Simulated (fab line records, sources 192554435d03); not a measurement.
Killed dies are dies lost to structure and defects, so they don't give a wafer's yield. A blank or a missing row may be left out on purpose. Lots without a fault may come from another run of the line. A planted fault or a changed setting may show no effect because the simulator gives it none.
fab line records | flow n5_finfet
record lots=4 wafers=12 last_day=16
route steps=1938 shown SD_EPI_N@288 SD_EPI_P@295 BEOL_M4@1111 PASSIVATION@1936
lots that met no fault: from a run of the same line without faults
start_h: hours from the record's first day to the start of the lot's first wafer shown | wait_h: hours since the lot's step before | " the same as in the row above | L1.1+2: a row that stands for several wafers | - no value, or no start given | * or withheld: withheld | < > ~ a bound
route shown NAME@n: a module of which the file shows steps, and the number in the route of the first | usual: mean/standard deviation of fault-free wafers | same: alike in all rows | chamber/n: place in a boat | sites: the reading at each site | _std_site: their standard deviation | _edge_site: outer sites' mean less inner sites' | radius_mm: how far each site lies from the wafer's centre | mask NAME#n: copy n | behind: the tool/chamber that last shaped the wafer | hold: why the lot was held/for how many hours/how that ended | device: the transistor (n, p or np) that didn't switch | end of line: the same wafers' tests at the end of the route | a step without rows: its recipe alone | killed: dies lost to structure and defects at the first sort, not the wafer's yield | map: a wafer's dies, x killed, . not, _ none there
set.NAME: the setting as run; set.NAME@STEP: as run at that earlier step | model.NAME: the simulator's own value behind a step, which no gauge read
lots at some steps of the route; a table a step, a row a wafer
services: from which hour (start_h, from the record's first day; less than 0 if before it) a tool's chamber was out of use, for how many hours, and why
## steps
# step N5_SD_EPI_N_EPI_21
# recipe material=Si:P dopant=P temp_c=680 pressure_torr=255 time_s=690
# step N5_SD_EPI_N_PRECLEAN_24
# recipe chemistry=O3/DIW time_s=60 temp_c=22 o3_ppm=10
# step N5_SD_EPI_N_SRD_25
# recipe time_s=30 temp_c=23 rinse_liquid=diw dry=ipa_marangoni
# step N5_SD_EPI_N_PRECLEAN_49
# recipe chemistry=NF3:NH3 afs_cycles=1 temp_c=30 time_s=20 sublimation_temp_c=180 sublimation_time_s=60 pressure_torr=3 rf_power_w=30
# step N5_SD_EPI_N_LINER_46
# recipe material=SiNx target_thk_a=30 temp_c=400 ald_precursor_family=SiH2I2 ald_co_reactant=N2/H2-plasma pressure_torr=2
# step N5_SD_EPI_P_COAT_34
# recipe resist=SOC temp_c=250 time_s=60 spin_rpm=1500 resist_thk_nm=350
# step N5_SD_EPI_P_COAT_35
# recipe resist=SiARC temp_c=220 time_s=60 spin_rpm=1500 resist_thk_nm=35
# step N5_SD_EPI_P_COAT_03
# recipe resist=CAR-ArF-block spin_rpm=1500 resist_thk_nm=150
# step N5_SD_EPI_P_EBR_05
# recipe solvent=PGMEA ebr_width_mm=1.5
# step N5_SD_EPI_P_SOFTBAKE_04
# recipe temp_c=110 time_s=60 resist=CAR-ArF-block
# step N5_SD_EPI_P_EXPOSE_06
# recipe mask_id=SD_P_BLK na=1.35 source_shape=conventional sigma_outer=0.8 polarization=unpolarized target_cd_nm=240 dose_mj=39.5
# usual exposure_dose_mJ_cm2=39.47/0.045
# columns lot.wafer tool chamber start_h wait_h mask exposure_dose_mJ_cm2
L971.2 arfi_scanner-03 0 95.98 - SD_P_BLK#0 39.51
L971.3 " 0 " " SD_P_BLK#0 39.51
L971.4 " 0 " " SD_P_BLK#0 39.50
L976.1 arfi_scanner-03 0 129.44 - SD_P_BLK#0 36.68
L976.2 " 0 " " SD_P_BLK#0 36.74
L976.6 " 0 " " SD_P_BLK#0 36.69
L979.1 arfi_scanner-03 0 143.73 - SD_P_BLK#0 37.25
L979.3 " 0 " " SD_P_BLK#0 37.29
L979.4 " 0 " " SD_P_BLK#0 37.21
L980.1 arfi_scanner-02 0 150.86 - SD_P_BLK#0 39.37
L980.2 " 0 " " SD_P_BLK#0 39.39
L980.3 " 0 " " SD_P_BLK#0 39.33
# step N5_SD_EPI_P_PEB_07
# recipe peb_temp_c=110 peb_time_s=60 resist=CAR-ArF-block
# step N5_SD_EPI_P_DEVELOP_08
# recipe develop_time_s=30 developer=TMAH resist=CAR-ArF-block dev_temp_c=23 rinse_liquid=diw dry=air_spin
# step N5_SD_EPI_P_CD_MEAS_09
# recipe target_cd_nm=240 landing_energy_ev=500 detector=se_inlens
# usual cd_nm=240.1/0.99
# columns lot.wafer tool chamber start_h wait_h cd_nm
L971.2 cd_sem-03 0 96.10 - 241.1
L971.3 " 0 " " 240.3
L971.4 " 0 " " 241.4
L976.1 cd_sem-02 0 129.57 - 235.8
L976.2 " 0 " " 236.7
L976.6 " 0 " " 234.4
L979.1 cd_sem-02 0 143.85 - 235.7
L979.3 " 0 " " 237.1
L979.4 " 0 " " 233.9
L980.1 cd_sem-02 0 150.99 - 239.4
L980.2 " 0 " " 239.6
L980.3 " 0 " " 240.5
# step N5_SD_EPI_P_DESCUM_14
# recipe chemistry=O2 time_s=7.9 source_power_w=50 bias_power_w=20 pressure_mtorr=20 rf_frequency_hz=2.712e+07 temp_c=40 resist=CAR-ArF-block o2_flow_sccm=225
# usual drypump_motor_current_A=5.8/0.5 oes_product_au=0.74/0.042 rf_vpp_V=243.5/1.4 showerhead_plenum_p_Torr=2.13/0.069 temp_c=40.00/0.12 throttle_valve_pct=20.49/0.17
# columns lot.wafer tool chamber start_h wait_h drypump_motor_current_A oes_product_au rf_hours_counter_h rf_vpp_V showerhead_plenum_p_Torr temp_c throttle_valve_pct model.SD_EPI_P.cd_nm
L971.2 rie_diel-05 0 96.19 0.0 5.3 0.77 134 244.7 2.18 39.82 20.15 241.2
L971.3 " 1 " " 5.1 0.72 164 243.0 2.18 39.89 20.54 240.6
L971.4 " 3 " " 6.0 0.67 201 242.3 2.08 40.00 20.52 241.4
L976.1 rie_diel-05 3 129.84 0.2 6.0 0.67 212 243.4 2.08 40.09 20.55 235.6
L976.2 " 1 " " 5.1 0.72 175 245.8 2.18 39.96 20.57 236.4
L976.6 " 1 " " 5.1 0.72 - 246.3 2.18 40.07 20.55 234.4
L979.1 rie_diel-06 0 143.94 0.0 5.8 0.72 186 242.9 2.20 40.05 20.52 235.6
L979.3 " 1 " " 5.7 0.71 193 243.5 2.18 40.07 20.33 237
L979.4 " 3 " " 5.2 0.74 193 241.4 2.00 40.13 20.60 234.2
L980.1 rie_diel-03 0 151.22 0.2 5.9 0.73 178 244.0 2.16 40.03 20.41 239.2
L980.2 " 3 " " 5.9 0.69 212 246.1 2.15 40.01 20.79 239.8
L980.3 " 2 " " 5.6 0.79 95 244.4 2.14 39.85 20.78 240.2
# step N5_SD_EPI_P_ETCH_36
# recipe chemistry=CF4 target=SiARC target_depth_a=455 mask_material=CAR-ArF-block time_s=75.8 ion_energy_ev=80 pressure_mtorr=40 source_w=545 bias_w=36 Ar_flow_sccm=100 cf4_flow_sccm=100 ends=cleared
# step N5_SD_EPI_P_ETCH_37
# recipe chemistry=N2/H2 target=SOC overetch_a=1080 mask_material=SiARC temp_c=40 ion_energy_ev=100 source_w=3000 bias_w=133 pressure_mtorr=20 time_s=486 n2_flow_sccm=200 h2_flow_sccm=200 ends=end_point
# step N5_SD_EPI_P_STRIP_38
# recipe chemistry=N2/H2 temp_c=40 n2_flow_sccm=200 h2_flow_sccm=200 rf_frequency_hz=6e+07
# step N5_SD_EPI_P_ETCHBACK_46
# recipe chemistry=CH3F/O2 mode=anisotropic_etchback target=SiNx target_depth_a=175 stop_on=SiO2 over_etch_frac=0.3 ion_energy_ev=120 pressure_mtorr=30 source_w=395 bias_w=73 Ar_flow_sccm=150 CH3F_flow_sccm=30 O2_flow_sccm=20
# step N5_SD_EPI_P_ETCH_47
# recipe chemistry=CH3F/O2 target=SiOCN target_depth_a=250 mask_material=SOC ion_energy_ev=60 bias_w=29 pressure_mtorr=30 source_w=410 Ar_flow_sccm=150 CH3F_flow_sccm=30 O2_flow_sccm=20
# step N5_SD_EPI_P_ETCH_16
# recipe chemistry=CHF3/O2 target=SiO2 target_depth_a=50 mask_material=SOC pressure_mtorr=30 source_w=650 bias_w=170 Ar_flow_sccm=200 CHF3_flow_sccm=50 O2_flow_sccm=5 ion_energy_ev=200
# step N5_SD_EPI_P_STRIP_50
# recipe chemistry=CHF3/O2 resist=SiARC rf_frequency_hz=6e+07
# step N5_SD_EPI_P_SD_RECESS_17
# recipe chemistry=HBr/Cl2/O2 target_depth_a=391 bt_time_s=3 pressure_mtorr=10 icp_w=800 bias_w=112 HBr_flow_sccm=150 Cl2_flow_sccm=80 O2_flow_sccm=12
# usual drypump_motor_current_A=5.7/0.47 oes_product_au=0.997/0.022 throttle_valve_pct=37.3/0.57
# columns lot.wafer tool chamber start_h wait_h drypump_motor_current_A oes_product_au rf_hours_counter_h throttle_valve_pct model.SD_EPI_P.cd_nm
L971.2 rie_si-03 3 96.88 0.0 6.7 0.984 40 37.3 241.4
L971.3 " 1 " " 5.8 0.995 33 38.3 240
L971.4 " 2 " " 5.1 0.964 94 36.5 241
L976.1 rie_si-03 2 130.53 0.0 5.1 0.959 94 36.5 235.8
L976.2 " 1 " " 5.8 0.989 34 38.3 238
L976.6 " 0 " " 5.8 1.041 - 37.4 236
L979.1 rie_si-03 3 144.63 0.0 6.7 0.982 41 37.3 236
L979.3 " 2 " " 5.1 0.959 94 36.5 236.6
L979.4 " 1 " " 5.8 0.989 34 38.3 234.6
L980.1 rie_si-03 3 151.91 0.0 6.7 0.986 41 37.3 237.8
L980.2 " 0 " " 5.8 1.047 157 37.4 239.4
L980.3 " 2 " " 5.1 0.966 94 36.5 238.6
# step N5_SD_EPI_P_WET_ETCH_45
# recipe chemistry=dHF dilution=withheld time_s=10.7 target=SiO2 target_depth_a=20 temp_c=25 dry=ipa_marangoni rinse_time_s=30 rinse_temp_c=23
# step N5_BEOL_M4_RC_MEAS_101
# usual DIBL_N=36.2/2.2 DIBL_P=36.5/3 IOFF_N=0.16/0.039 IOFF_P=0.22/0.047 ION_N=675/15 ION_P=463/10 SS_N=71.6/0.71 SS_P=73.4/0.94 VT_N=250/3.6 VT_P=-250/3.9
# columns lot.wafer tool chamber start_h wait_h DIBL_N[mV/V] DIBL_P[mV/V] IOFF_N[nA/um] IOFF_P[nA/um] ION_N[uA/um] ION_P[uA/um] SS_N[mV/dec] SS_P[mV/dec] VT_N[mV] VT_P[mV]
L971.2 prober-01 0 214.36 0.2 35.8 35.9 0.12 0.17 674 466 71.3 72.5 256 -253
L971.3 " 0 " " 34.1 33.8 0.11 0.16 676 470 70.5 71.8 253 -254
L971.4 " 0 " " 37.2 38.1 0.16 0.21 682 468 71.1 73.5 250 -252
L976.1 prober-02 0 248.27 0.0 33.4 32.0 0.12 0.16 676 463 71.4 72.1 253 -251
L976.2 " 0 " " 36.8 36.9 0.19 0.26 703 484 72.2 73.4 248 -244
L976.6 " 0 " " 33.4 33.1 0.12 0.20 676 476 71.6 72.1 256 -250
L980.1 prober-02 0 271.97 0.0 34.3 34.9 0.12 0.18 655 455 70.4 72.6 251 -252
L980.2 " 0 " " 36.5 38.4 0.16 0.25 665 465 72.4 74.0 250 -249
L980.3 " 0 " " 34.4 34.6 0.11 0.15 654 454 71.1 72.7 257 -253
L979.1 prober-01 0 274.10 0.0 37.9 35.5 0.14 0.19 659 453 71.6 74.8 253 -252
L979.3 " 0 " " 34.2 31.7 0.10 0.14 668 456 70.4 73.0 256 -254
L979.4 " 0 " " 39.0 37.4 0.17 0.22 673 453 72.1 74.3 249 -251
# step N5_PASSIVATION_PROBE_49
# usual defect_limited_yield=91.5/1.5 killed_at_M0_to_M3=32/10 killed_at_M4_up=13/4.9 killed_at_contacts=13/6.1 killed_at_front_end=38/11 killed_at_other=3/3.2 killed_dies=101/18 killed_open=66/13 killed_short=32/8.3 sort_bin_5_function=5.0/1 sort_bin_6_memory=3.2/0.74 sort_n_pass=1078/22 sort_yield_pct=91.3/1.9
# same gross_dies=1180 killed_at_back_side=0 sort_bin_4_leakage[%]=0 sort_bin_8_speed[%]=0
# columns lot.wafer tool chamber start_h wait_h defect_limited_yield[%] killed_at_M0_to_M3 killed_at_M4_up killed_at_contacts killed_at_front_end killed_at_other killed_dies killed_open killed_short sort_bin_5_function[%] sort_bin_6_memory[%] sort_n_pass sort_yield_pct[%]
L980.1 prober-01 - 386.73 0.0 91.2 27 16 7 49 5 104 69 34 5.3 3.3 1076 91.2
L980.2 prober-01 - 386.78 0.1 92.5 25 16 2 36 10 89 55 33 4.9 2.3 1091 92.5
L980.3 prober-01 - 386.83 0.1 91.3 27 14 6 54 2 103 66 33 4.4 3.8 1077 91.3
# killed by level:class
L980.1 FIN_SAQP:geometric_particle:short=12 STI_FIN_REVEAL:geometric_particle:open=10 FIN_SAQP:geometric_particle:open=8 BEOL_M2:geometric_particle:open=8 BEOL_M1:geometric_particle:open=7 BEOL_M4:geometric_particle:open=6 GATE_CUT:geometric_particle:short=5 MOL_CONTACT_COAG:geometric_particle:open=5
L980.2 FIN_SAQP:geometric_particle:short=8 STI_FIN_REVEAL:geometric_particle:open=7 FIN_SAQP:geometric_particle:open=6 BEOL_M1:geometric_particle:open=6 MIM_TOP_ETCH:geometric_particle:open=5 DUMMY_GATE:geometric_particle:open=4 BEOL_M0_SAQP:geometric_particle:open=4 BEOL_M2:geometric_particle:open=4
L980.3 STI_FIN_REVEAL:geometric_particle:open=19 GATE_CUT:geometric_particle:open=8 FIN_SAQP:geometric_particle:short=7 BEOL_M3:geometric_particle:open=7 BEOL_M4:geometric_particle:open=7 GATE_CUT:geometric_particle:short=6 BEOL_M2:geometric_particle:open=5 STI_FIN_REVEAL:geometric_particle:short=4
## services
# columns tool chamber start_h hours kind
rie_si-03 1 76.30 1.8 repair
rie_si-03 0 80.44 4.5 repair
arfi_scanner-02 - 81.00 1.3 pm
arfi_scanner-03 - 86.42 4.9 pm
arfi_scanner-02 - 97.43 0.8 pm
rie_si-03 - 99.66 0.3 repair
rie_diel-03 0 109.28 3.0 repair
arfi_scanner-03 - 109.70 0.2 repair
arfi_scanner-02 - 116.45 0.2 repair
arfi_scanner-03 - 116.75 1.0 pm
rie_si-03 2 117.00 9.9 repair
rie_diel-06 0 119.35 10.0 repair
rie_diel-05 0 124.31 6.9 repair
arfi_scanner-03 - 125.50 0.8 pm
rie_diel-03 1 127.54 46.7 repair
arfi_scanner-03 - 130.59 4.8 repair
arfi_scanner-03 - 135.71 1.5 repair
rie_diel-05 3 136.41 7.8 repair
arfi_scanner-03 - 142.00 0.5 repair
## key
first_sign step=N5_SD_EPI_P_EXPOSE_06 reading=exposure_dose_mJ_cm2 direction=down sigmas=55 usual=39.47 struck=36.98
effect step=N5_SD_EPI_P_CD_MEAS_09 reading=cd_nm direction=down sigmas=4.6 usual=240.1 struck=235.6 through=control_loop
model_effect step=N5_SD_EPI_P_DESCUM_14 value=SD_EPI_P.cd_nm without=240 struck=235.5
model_effect step=N5_SD_EPI_P_SD_RECESS_17 value=SD_EPI_P.cd_nm without=240.6 struck=236.2
met_at N5_SD_EPI_P_EXPOSE_06
struck_wafers L976.1,L976.2,L976.6,L979.1,L979.3,L979.4
loop_trim step=N5_SD_EPI_P_EXPOSE_06 setting=dose lots=L979
onset_between 95.98 129.44
fault kind=process_parameter_drift tool=arfi_scanner-03 chamber=- onset_h=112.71 steps=N5_SD_EPI_P_EXPOSE_06 channel=dose_mj offset=-2.7944 shape=step acts_in=these_recipes_only stated=39.5
# loop_trim: a control loop set the setting to another value than it would have without faults
